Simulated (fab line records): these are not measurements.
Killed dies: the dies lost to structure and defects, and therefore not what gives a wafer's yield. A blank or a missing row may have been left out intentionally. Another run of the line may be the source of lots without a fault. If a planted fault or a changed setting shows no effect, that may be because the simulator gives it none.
One fault seen from 2 desks | flow nand_harc | every desk sees just its own numbers, and what lay behind them comes last

== DESK OF THE TOOL OWNER: pecvd_onon-01 ==
The tool's own readings at NHARC_A_ONON_D2_DEP_12 (target thk 1000 nm): means of the sampled wafers that have a number, for each lot that ran on this tool. A lot is out of limits, marked OUT, if its mean lies more than 4 standard deviations from the usual mean; the brackets give that distance.
Columns: A = n2o_flow_sccm at NHARC_A_ONON_D2_DEP_12, usual 2001 sccm
lot  | first seen here | A
L505 | day 13 11:43    | 1991
L507 | day 14 00:29    | 2005
L506 | day 14 00:50    | 1997
L515 | day 17 20:21    | 2005
L518 | day 18 18:22    | 2000
L524 | day 21 12:30    | 2006
This desk's finding: nothing out of limits on any of the 6 lots.

== THE METROLOGY DESK ==
Lot by lot, what the gauges showed, no matter which tool ran the lot: averages of those sampled wafers that carry a number. A lot is out of limits, marked OUT, if its mean lies more than 4 standard deviations from the usual mean; the brackets give that distance.
Columns: A = thk_nm at NHARC_A_ONON_D2_THK_MEAS_14, usual 1001 nm
lot  | first seen here | A
L504 | day 12 18:18    | 990
L503 | day 12 18:22    | 1003
L505 | day 13 12:14    | 1012
L507 | day 14 00:53    | 1006
L506 | day 14 01:14    | 985
L515 | day 17 20:49    | 1887 (+81) OUT
L518 | day 18 18:46    | 1869 (+79) OUT
L521 | day 19 21:07    | 1010
L522 | day 20 03:32    | 988
L523 | day 20 23:02    | 1024
L525 | day 21 12:46    | 1014
L524 | day 21 12:57    | 990
L526 | day 22 12:07    | 1001
Finding of this desk: L515, L518 out of limits; the first was L515 at day 17 20:49, on thk_nm at NHARC_A_ONON_D2_THK_MEAS_14. In limits: L504, L503, L505, L507, L506, L521, L522, L523, L525, L524, L526.

== BROUGHT TOGETHER ==
The metrology desk could have raised an alarm at day 17 20:49, on L515, L518.
Nothing out of limits was seen by the tool owner's desk.
On record at the tool owner's desk: L515, L518, within its limits.
The lots listed all ran NHARC_A_ONON_D2_DEP_12 on pecvd_onon-01.

== WHAT THE SIMULATOR HAD INSERTED ==
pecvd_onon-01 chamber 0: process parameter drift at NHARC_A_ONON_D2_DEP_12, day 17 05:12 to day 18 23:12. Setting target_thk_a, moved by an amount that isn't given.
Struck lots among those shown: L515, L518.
Per desk, hours elapsed from the start of the fault to the first reading out of limits: for the metrology desk, 16.
